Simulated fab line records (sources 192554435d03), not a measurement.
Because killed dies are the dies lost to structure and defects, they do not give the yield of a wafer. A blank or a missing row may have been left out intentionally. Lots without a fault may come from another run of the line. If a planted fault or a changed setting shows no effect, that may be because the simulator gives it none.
Chamber matching | flow n5Finfet | 3 sister chambers for N5_FIN_SAQP_HM_DEP_03 on pecvd-01
The step deposits SiNx from SiH4/NH3/N2, target thk 38 nm, time 33.6 s. 6 wafers are shown with their chamber, then 10 later ones without.

WAFERS WITH THEIR CHAMBER
wafer  | chamber | showerheadPlenumPTorr (Torr) | throttleValvePct (%)
L075.4 | 2       | 5.14                         | 39.2
L083.1 | 0       | 5.14                         | 39.0
L087.3 | 2       | 5.11                         | 36.2
L087.6 | 1       | 5.10                         | 39.6
L094.1 | 0       | 5.14                         | 39.2
L094.2 | 1       | 5.09                         | 39.7

WAFERS MISSING THEIR CHAMBER
wafer  | showerheadPlenumPTorr (Torr) | throttleValvePct (%)
L094.6 | 5.10                         | 40.0
L095.1 | 5.09                         | 40.0
L095.2 | 5.16                         | 39.2
L095.4 | 5.14                         | 36.4
L096.2 | 5.14                         | 39.4
L096.4 | 5.10                         | 39.8
L096.5 | 5.14                         | 39.5
L097.1 | 5.10                         | 39.9
L097.2 | 5.14                         | 39.3
L097.5 | 5.14                         | 36.5

WHICH CHAMBER EACH ONE RAN IN
wafer  | from the rows above     | in truth
L094.6 | 1                       | 1
L095.1 | 1                       | 1
L095.2 | can't be placed: 0 or 2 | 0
L095.4 | can't be placed: 2 or 0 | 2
L096.2 | can't be placed: 0 or 2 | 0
L096.4 | 1                       | 1
L096.5 | can't be placed: 0 or 2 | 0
L097.1 | 1                       | 1
L097.2 | can't be placed: 0 or 2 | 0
L097.5 | can't be placed: 2 or 0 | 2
4 of 10 placed correctly. These rows do not allow placing 6 (true chamber among the candidates in 6). 0 placed wrongly.
How it was worked out, from the rows above alone: a wafer's distance from a chamber is the root of the sum, over the readings, of the square of ((its reading less the chamber's mean) divided by the reading's scatter). The wafer belongs to the nearest chamber; if the next one is less than 2 further off, it can't be placed. For every chamber, the mean is computed from those of its wafers that are shown. The scatter: take each reading less its chamber's mean, square it, sum over the shown wafers, divide by the number of wafers less the number of chambers, and take the root.
